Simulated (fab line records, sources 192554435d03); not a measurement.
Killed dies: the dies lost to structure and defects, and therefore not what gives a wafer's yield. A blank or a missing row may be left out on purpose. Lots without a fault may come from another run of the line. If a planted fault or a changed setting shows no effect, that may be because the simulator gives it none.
Chamber matching + flow n5_finfet + N5_HKMG_FIN_DESCUM_17 on rie_diel-02: 4 sister chambers
The step chemistry O2, time 7.9 s. 4 wafers are shown with their chamber, then 7 later ones without.

## WAFERS, EACH WITH ITS CHAMBER
| wafer  | chamber | throttle_valve_pct (%) |
|--------|---------|------------------------|
| L080.1 | 1       | 20.26                  |
| L088.1 | 3       | 20.15                  |
| L092.1 | 2       | 20.58                  |
| L092.4 | 0       | 20.27                  |

## WAFERS WITH NO CHAMBER GIVEN
| wafer  | throttle_valve_pct (%) |
|--------|------------------------|
| L092.6 | 20.28                  |
| L095.1 | 20.60                  |
| L095.2 | 20.16                  |
| L095.4 | 20.28                  |
| L097.1 | 20.30                  |
| L097.2 | 20.29                  |
| L097.5 | 20.61                  |

## WHICH CHAMBER EACH ONE RAN IN
| wafer  | from the rows above     | in truth |
|--------|-------------------------|----------|
| L092.6 | can't be placed: 0 or 1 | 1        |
| L095.1 | 2                       | 2        |
| L095.2 | 3                       | 3        |
| L095.4 | can't be placed: 0 or 1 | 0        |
| L097.1 | can't be placed: 0 or 1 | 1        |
| L097.2 | can't be placed: 0 or 1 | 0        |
| L097.5 | 2                       | 2        |
Correct placement for 3 of the 7. These rows do not allow placing 4 (true chamber among the candidates in 4). Placed wrongly: 0.
How it was worked out, from the rows above alone: a wafer's distance from a chamber is the root of the sum, over the readings, of the square of ((its reading less the chamber's mean) divided by the reading's scatter). If the next closest chamber is less than 2 further off than the closest, the wafer can't be placed; otherwise it belongs to the closest. Each chamber's mean is taken over the wafers shown for it. The scatter: with one shown wafer a chamber, the root of the mean of the squares of how far each hidden wafer lies from its nearest shown one.
